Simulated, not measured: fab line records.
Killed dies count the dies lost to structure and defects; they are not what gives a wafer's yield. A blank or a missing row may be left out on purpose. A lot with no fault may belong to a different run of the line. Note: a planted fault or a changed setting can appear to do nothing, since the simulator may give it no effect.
A struck lot beside a sound one    flow nand harc    15 out of 1302 route steps
Sound: the wafers L760.1, L760.2, L760.3. Struck: wafers L773.2, L773.4, L773.6. At the end, the cause is stated.
For every step that has rows: the tool of each side, followed by ch and its chambers, followed by its first start. Under that, the readings that differ: sound wafers    struck wafers    difference of the means    sigmas: that difference in standard deviations of wafers without a fault.
alike: readings whose means differ by less than 2 such deviations, and words and numbers that are the same on both sides. not compared: withheld readings, readings that some wafer has no value for, bounds like >300 that may hide the same value, and numbers for which the record gives no deviation and whose values overlap.
A row with sigmas, a row that says differs or no value, or rows on one side alone: a step with any of these is where the two part. Numbers that don't overlap but have no deviation are shown without sigmas and don't part them. Lack of a reading on every wafer of one side parts them only where that side has two or more wafers.

first, 3 steps without rows for these wafers: NHARC_A_CHANNEL_HOLE_D1_STRIP_41 (strips in N2/H2); NHARC_A_CHANNEL_HOLE_D1_STRIP_42 (strips in CF4/CHF3); NHARC_A_CHANNEL_HOLE_D1_STRIP_43 (strips in O2/COS).
NHARC_A_CHANNEL_HOLE_D1_ETCH_44: etches the open film in CF4/O2, target depth 140 nm, overetch 14 nm, time 77 s.
  sound on rie diel-07 ch 0,2,3, day 10 06:07; struck on rie diel-05 ch 0,2, day 15 11:13
  alike: cf4 flow sccm, chamber pressure mTorr, drypump motor current A, oes product au, rf vpp V, showerhead plenum p Torr, throttle valve pct
  not compared: rf hours counter h
NHARC_A_CHANNEL_HOLE_D1_STRIP_27: strips in O2.
  sound: rie diel-07 ch 0,1,2; struck: rie diel-05 ch 0,2
  alike: chamber pressure mTorr, drypump motor current A, oes product au, rf vpp V, showerhead plenum p Torr, throttle valve pct
  not compared: rf hours counter h
then, 2 steps without rows for these wafers: NHARC_A_CHANNEL_HOLE_D1_PRECLEAN_28 (cleans in SC1); NHARC_A_CHANNEL_HOLE_D1_SRD_29.
NHARC_A_CHANNEL_HOLE_D1_CD_MEAS_30:
  sound: cd sem-01 at day 10 06:55; struck: cd sem-02 at day 15 12:04
  alike: cd nm
NHARC_A_CHANNEL_HOLE_D1_XSEM_31:
  sound on xsem-02 ch 0, day 10 07:00; struck on xsem-01 ch 0, day 15 12:08
  alike: bot cd nm, bow nm, tilt deg
NHARC_A_CHANNEL_HOLE_D1_INSPECT_40:
  sound: defect inspect-02 at day 10 07:07; struck: defect inspect-02 at day 15 12:14
  alike: raw defect count
then, 2 steps without rows for these wafers: NHARC_A_CHANNEL_FILL_D1_PRECLEAN_00 (cleans in SC1); NHARC_A_CHANNEL_FILL_D1_SRD_01.
NHARC_A_CHANNEL_FILL_D1_ALD_02: deposits SiO2, target thk 6 nm, pulse time 10 s, ald cycles 60.
  sound on ald hk-03 ch 0,2,3, day 10 08:58; struck on ald hk-03 ch 1,3, day 15 13:43
reading     sound     struck    difference  sigmas
ald cycles  60 60 60  68 68 68  +8          
  alike: heater power w, precursor pulse height rel
NHARC_A_CHANNEL_FILL_D1_ALD_03: deposits SiNx, target thk 6 nm, pulse time 60 s, ald cycles 58.
  sound: ald sin batch-03 ch 0; struck: ald sin batch-01 ch 0
  alike: ald cycles, precursor pulse height rel
-- record jumps: 15 days between struck wafers' starts before vs after; left off in module A_CHANNEL_FILL_D1, resumes in module END, first step shown is number 1302 of the route --
NHARC_END_SORT_01:
  here the record holds rows for the struck wafers (prober-01 ch 0, day 30 11:11) but none for the sound ones

## WHERE THEY PART
Within this record, at NHARC_END_SORT_01 only.

WHY: whatever the simulator had introduced
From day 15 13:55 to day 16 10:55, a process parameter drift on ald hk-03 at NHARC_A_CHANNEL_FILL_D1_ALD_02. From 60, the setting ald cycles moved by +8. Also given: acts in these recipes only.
